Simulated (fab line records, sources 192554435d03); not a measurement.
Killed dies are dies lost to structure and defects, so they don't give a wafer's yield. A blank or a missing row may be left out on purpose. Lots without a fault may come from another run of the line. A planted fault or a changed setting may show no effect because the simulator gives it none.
Which tool did it? | flow n5_finfet | 8 lots, 22 wafers sampled, at 7 steps of a route of 1938

WHAT THE GAUGES READ, wafer by wafer
N5_GATE_CUT_OVL_MEAS_14. Usual: GATE_CUT_OVL 0.6 nm, standard deviation 0.63.
lot  | measured     | on         | GATE_CUT_OVL (nm) | flag
L263 | day 5 01:38  | overlay-01 | 0.0 -0.5 -0.8     |
L266 | day 5 14:35  | overlay-02 | 0.1 -0.2 -0.1     |
L268 | day 6 00:17  | overlay-01 | 0.7 1.2           |
L271 | day 6 18:37  | overlay-02 | -0.2 0.7          |
L273 | day 7 04:43  | overlay-01 | 0.5 0.9 2.0       |
L280 | day 9 00:25  | overlay-01 | 0.5 -0.7 0.0      |
L284 | day 10 01:21 | overlay-01 | 0.9 0.5 0.2       |
L285 | day 10 07:32 | overlay-01 | 1.3 1.1 0.7       |

N5_GATE_CUT_THK_MEAS_24. Usual: GC_FILL_THK 219.3 nm, standard deviation 1.9.
lot  | measured     | on            | GC_FILL_THK (nm)  | flag
L263 | day 5 05:55  | film_metro-02 | 216.7 218.4 221.4 |
L266 | day 5 17:22  | film_metro-02 | 217.1 219.4 220.9 |
L268 | day 6 03:17  | film_metro-02 | 193.7 220.9       | OFF
L271 | day 6 21:19  | film_metro-02 | 195.3 220.9       | OFF
L273 | day 7 07:26  | film_metro-01 | 217.1 191.7 194.2 | OFF
L280 | day 9 03:08  | film_metro-01 | 217.2 219.7 219.0 |
L284 | day 10 04:11 | film_metro-02 | 218.0 218.6 220.2 |
L285 | day 10 10:17 | film_metro-02 | 217.7 221.5 216.6 |

N5_BEOL_M4_RC_MEAS_101. Usual: DIBL_N 36.0 mV/V, standard deviation 1.8; DIBL_P 36.3 mV/V, standard deviation 2.4; IOFF_N 0.16 nA/um, standard deviation 0.035; IOFF_P 0.21 nA/um, standard deviation 0.036; ION_N 673 uA/um, standard deviation 13; ION_P 461 uA/um, standard deviation 7.2; SS_N 71.4 mV/dec, standard deviation 0.6; SS_P 73.2 mV/dec, standard deviation 0.7; VT_N 250 mV, standard deviation 4; VT_P -250.9 mV, standard deviation 2.9.
lot  | measured     | on        | DIBL_N (mV/V)  | DIBL_P (mV/V)  | IOFF_N (nA/um) | IOFF_P (nA/um) | ION_N (uA/um) | ION_P (uA/um) | SS_N (mV/dec)  | SS_P (mV/dec)  | VT_N (mV)   | VT_P (mV)            | flag
L263 | day 8 20:15  | prober-02 | 36.7 34.7 39.2 | 38.2 33.9 41.4 | 0.19 0.14 0.25 | 0.25 0.17 0.32 | 675 666 693   | 465 457 473   | 72.5 72.2 72.8 | 73.7 72.5 74.6 | 248 250 242 | -248.4 -252.9 -245.7 |
L266 | day 9 10:52  | prober-02 | 33.9 37.5 35.4 | 34.9 37.1 36.2 | 0.13 0.19 0.15 | 0.17 0.20 0.19 | 674 668 678   | 461 455 470   | 70.4 72.0 71.5 | 73.2 73.4 73.2 | 254 248 249 | -250.4 -251.0 -250.7 |
L268 | day 9 23:21  | prober-01 | 35.7 32.9      | 36.7 34.1      | 0.15 0.11      | 0.20 0.16      | 666 668       | 459 465       | 71.3 71.0      | 73.3 72.7      | 253 255     | -251.4 -253.0        |
L271 | day 11 03:01 | prober-01 | 36.3 39.2      | 36.3 39.5      | 0.16 0.24      | 0.20 0.26      | 686 691       | 464 459       | 71.9 72.2      | 73.7 74.0      | 249 244     | -252.5 -249.3        |
L273 | day 10 11:23 | prober-01 | 35.3 34.6 32.8 | 35.9 35.0 32.3 | 0.13 0.13 0.10 | 0.21 0.19 0.15 | 668 673 657   | 464 473 458   | 70.6 70.6 70.4 | 73.9 73.0 71.3 | 255 253 259 | -250.9 -252.9 -252.3 |
L280 | day 12 22:46 | prober-01 | 37.1 35.1 37.7 | 38.5 35.2 38.7 | 0.16 0.12 0.17 | 0.23 0.20 0.24 | 678 664 680   | 465 463 470   | 71.7 71.3 71.9 | 73.3 72.1 73.4 | 251 257 250 | -248.7 -251.2 -249.4 |
L284 | day 14 07:43 | prober-02 | 37.5 37.7 36.6 | 39.3 39.7 38.0 | 0.18 0.18 0.16 | 0.24 0.25 0.23 | 691 680 685   | 475 471 474   | 71.0 72.0 71.1 | 73.8 74.1 73.4 | 246 247 246 | -246.5 -247.2 -248.1 |
L285 | day 14 06:26 | prober-01 | 37.2 37.9 39.3 | 37.1 36.6 38.0 | 0.16 0.16 0.20 | 0.21 0.21 0.25 | 673 681 687   | 457 461 464   | 71.4 72.1 72.2 | 73.4 74.0 73.7 | 250 250 247 | -252.4 -252.9 -246.7 |

WHICH TOOL RAN EACH LOT (tool, then ch and the chambers of the sampled wafers, then the start)
lot  | N5_GATE_CUT_STRIP_59               | N5_GATE_CUT_HM_DEP_46           | N5_GATE_CUT_HM_OPEN_40             | N5_GATE_CUT_STRIP_41
L263 | rie_diel-04 ch 0,2, day 4 22:20    | pecvd-01 ch 1,2, day 5 01:16    | rie_diel-03 ch 0,1, day 5 02:01    | rie_diel-03 ch 0,1, day 5 02:04
L266 | rie_diel-04 ch 0,1,2, day 5 11:24  | pecvd-04 ch 0,1, day 5 14:13    | rie_diel-04 ch 0,1,3, day 5 14:51  | rie_diel-04 ch 0,1,3, day 5 14:55
L268 | rie_diel-02 ch 0,3, day 5 20:59    | pecvd-01 ch 1,2, day 5 23:55    | rie_diel-02 ch 0,2, day 6 00:49    | rie_diel-02 ch 0,2, day 6 00:53
L271 | rie_diel-03 ch 0,1, day 6 15:07    | pecvd-01 ch 0,1, day 6 18:07    | rie_diel-04 ch 0,1, day 6 18:53    | rie_diel-04 ch 0,1, day 6 18:56
L273 | rie_diel-02 ch 1,2,3, day 7 01:25  | pecvd-01 ch 0,1, day 7 04:14    | rie_diel-02 ch 0,2,3, day 7 04:58  | rie_diel-02 ch 0,2,3, day 7 05:02
L280 | rie_diel-03 ch 1,2,3, day 8 20:36  | pecvd-04 ch 0,1, day 9 00:03    | rie_diel-04 ch 1,2,3, day 9 00:40  | rie_diel-04 ch 1,2,3, day 9 00:44
L284 | rie_diel-03 ch 1,2,3, day 9 22:08  | pecvd-01 ch 0,1,2, day 10 00:59 | rie_diel-03 ch 0,1,3, day 10 01:41 | rie_diel-03 ch 0,1,3, day 10 01:45
L285 | rie_diel-04 ch 1,2,3, day 10 04:09 | pecvd-04 ch 0,1, day 10 07:08   | rie_diel-02 ch 0,2,3, day 10 07:47 | rie_diel-02 ch 0,2,3, day 10 07:50
- N5_GATE_CUT_STRIP_59: strips in N2/H2, time 20 s.
- N5_GATE_CUT_HM_DEP_46: deposits SiO2 from TEOS/O2, target thk 130 nm, time 26.6 s.
- N5_GATE_CUT_HM_OPEN_40: chemistry C4F6/O2, target SiO2, target depth 139 nm, time 85.1 s.
- N5_GATE_CUT_STRIP_41: strips in CF4.

WHAT THE TOOLS THEMSELVES READ (means of the sampled wafers that have a number; where no wafer has one, the mark that the record gives instead)
N5_GATE_CUT_STRIP_59. Usual: drypump_motor_current_A 5.8 A, standard deviation 0.37; n2_flow_sccm 300.0 sccm, standard deviation 0.92; oes_product_au 0.76 a.u., standard deviation 0.069; rf_vpp_V 45.1 V, standard deviation 0.77; showerhead_plenum_p_Torr 3.37 Torr, standard deviation 0.12; temp_c 40.02 C, standard deviation 0.11; throttle_valve_pct 12.25 %, standard deviation 0.21.
lot  | tool        | drypump_motor_current_A (A) | n2_flow_sccm (sccm) | oes_product_au (a.u.) | rf_vpp_V (V) | showerhead_plenum_p_Torr (Torr) | temp_c (C) | throttle_valve_pct (%) | flag
L263 | rie_diel-04 | 5.6                         | 300.0               | 0.73                  | 44.7         | 3.27                            | 40.05      | 12.36                  |
L266 | rie_diel-04 | 5.5                         | 299.1               | 0.72                  | 44.9         | 3.36                            | 40.09      | 12.35                  |
L268 | rie_diel-02 | 5.3                         | 299.9               | 0.70                  | 45.5         | 3.36                            | 40.09      | 12.50                  |
L271 | rie_diel-03 | 5.8                         | 300.4               | 0.83                  | 44.6         | 3.33                            | 40.07      | 11.96                  |
L273 | rie_diel-02 | 5.7                         | 299.7               | 0.73                  | 45.4         | 3.31                            | 40.00      | 12.42                  |
L280 | rie_diel-03 | 5.8                         | 299.5               | 0.75                  | 44.3         | 3.37                            | 40.12      | 12.21                  |
L284 | rie_diel-03 | 5.7                         | 299.8               | 0.73                  | 45.0         | 3.37                            | 40.02      | 12.24                  |
L285 | rie_diel-04 | 5.8                         | 300.4               | 0.75                  | 44.8         | 3.46                            | 40.00      | 12.30                  |

N5_GATE_CUT_HM_DEP_46. Usual: heater_power_w 620 W, standard deviation 110; showerhead_plenum_p_Torr 8.34 Torr, standard deviation 0.04; susceptor_temp_C 399.98 C, standard deviation 0.22; throttle_valve_pct 18.7 %, standard deviation 1.1.
lot  | tool     | heater_power_w (W) | showerhead_plenum_p_Torr (Torr) | susceptor_temp_C (C) | throttle_valve_pct (%) | flag
L263 | pecvd-01 | 578                | 8.31                            | 400.07               | 17.3                   |
L266 | pecvd-04 | 687                | 8.37                            | 399.98               | 19.7                   |
L268 | pecvd-01 | 598                | 8.31                            | 400.17               | 17.5                   |
L271 | pecvd-01 | 657                | 8.34                            | 399.80               | 18.1                   |
L273 | pecvd-01 | 664                | 8.34                            | 400.38               | 17.7                   |
L280 | pecvd-04 | 748                | 8.37                            | 399.77               | 20.3                   |
L284 | pecvd-01 | 597                | 8.33                            | 399.88               | 18.1                   |
L285 | pecvd-04 | 699                | 8.36                            | 399.99               | 20.3                   |

N5_GATE_CUT_HM_OPEN_40. Usual: C4F6_flow_sccm 10.005 sccm, standard deviation 0.028; drypump_motor_current_A 5.7 A, standard deviation 0.41; etch_rf_on_time_s 94.0 s, standard deviation 1.8; oes_product_au 0.69 a.u., standard deviation 0.068; rf_vpp_V 666 V, standard deviation 11; showerhead_plenum_p_Torr 2.85 Torr, standard deviation 0.1; throttle_valve_pct 21.03 %, standard deviation 0.18.
lot  | tool        | C4F6_flow_sccm (sccm) | drypump_motor_current_A (A) | etch_rf_on_time_s (s) | oes_product_au (a.u.) | rf_vpp_V (V) | showerhead_plenum_p_Torr (Torr) | throttle_valve_pct (%) | flag
L263 | rie_diel-03 | 10.012                | 5.8                         | 92.8                  | 0.75                  | 687          | 2.85                            | 20.75                  |
L266 | rie_diel-04 | 10.014                | 5.7                         | 93.3                  | 0.69                  | 663          | 2.90                            | 21.12                  |
L268 | rie_diel-02 | 9.957                 | 5.8                         | 85.1                  | 0.66                  | 670          | 2.90                            | 21.13                  | OFF
L271 | rie_diel-04 | 9.991                 | 5.3                         | 86.5                  | 0.62                  | 666          | 2.83                            | 21.19                  | OFF
L273 | rie_diel-02 | 10.011                | 5.5                         | 80.3                  | 0.66                  | 667          | 2.83                            | 21.16                  | OFF
L280 | rie_diel-04 | 10.009                | 5.8                         | 95.1                  | 0.68                  | 662          | 2.94                            | 21.06                  |
L284 | rie_diel-03 | 10.027                | 5.7                         | 93.4                  | 0.69                  | 676          | 2.86                            | 20.84                  |
L285 | rie_diel-02 | 10.003                | 5.5                         | 93.7                  | 0.73                  | 668          | 2.82                            | 21.06                  |

N5_GATE_CUT_STRIP_41. Usual: drypump_motor_current_A 5.7 A, standard deviation 0.41; oes_product_au 0.176 a.u., standard deviation 0.018; rf_vpp_V 271.0 V, standard deviation 1.7; showerhead_plenum_p_Torr 1.79 Torr, standard deviation 0.058; throttle_valve_pct 13.63 %, standard deviation 0.21.
lot  | tool        | drypump_motor_current_A (A) | oes_product_au (a.u.) | rf_vpp_V (V) | showerhead_plenum_p_Torr (Torr) | throttle_valve_pct (%) | flag
L263 | rie_diel-03 | 5.8                         | 0.188                 | 270.6        | 1.78                            | 13.27                  |
L266 | rie_diel-04 | 5.7                         | 0.178                 | 271.4        | 1.81                            | 13.61                  |
L268 | rie_diel-02 | 5.8                         | 0.173                 | 271.0        | 1.81                            | 13.71                  |
L271 | rie_diel-04 | 5.3                         | 0.161                 | 270.6        | 1.76                            | 13.71                  |
L273 | rie_diel-02 | 5.5                         | 0.167                 | 270.6        | 1.78                            | 13.83                  |
L280 | rie_diel-04 | 5.8                         | 0.174                 | 273.0        | 1.84                            | 13.61                  |
L284 | rie_diel-03 | 5.7                         | 0.178                 | 271.6        | 1.79                            | 13.46                  |
L285 | rie_diel-02 | 5.5                         | 0.186                 | 270.4        | 1.78                            | 13.68                  |

THE ANSWER, worked out from the rows above alone
Rule: a lot is off if the mean of its wafers that have a number lies more than 3 standard deviations from the usual mean. A lot without any number at a reading at which 4 lots or more have one is off too. The other lots that the step has rows for count as sound. The gauges are gone through in route order, then the tools' own readings, and for those a lot's mean is taken as printed above. The first step at which some lot is off is used, and at that step the reading that is off furthest; a lot without a number counts as furthest.
Off: L268, L271, L273, at N5_GATE_CUT_THK_MEAS_24 (GC_FILL_THK).
A tool fits if, at a process step before that reading, it ran every lot that is off, and no sound lot after the first of them. The gauges at N5_GATE_CUT_THK_MEAS_24 aren't tried: what is off there is off at N5_GATE_CUT_HM_OPEN_40 too, on other tools, and a gauge's error can't cause that. None of those tried fits.

WHAT THE SIMULATOR HAD PUT IN
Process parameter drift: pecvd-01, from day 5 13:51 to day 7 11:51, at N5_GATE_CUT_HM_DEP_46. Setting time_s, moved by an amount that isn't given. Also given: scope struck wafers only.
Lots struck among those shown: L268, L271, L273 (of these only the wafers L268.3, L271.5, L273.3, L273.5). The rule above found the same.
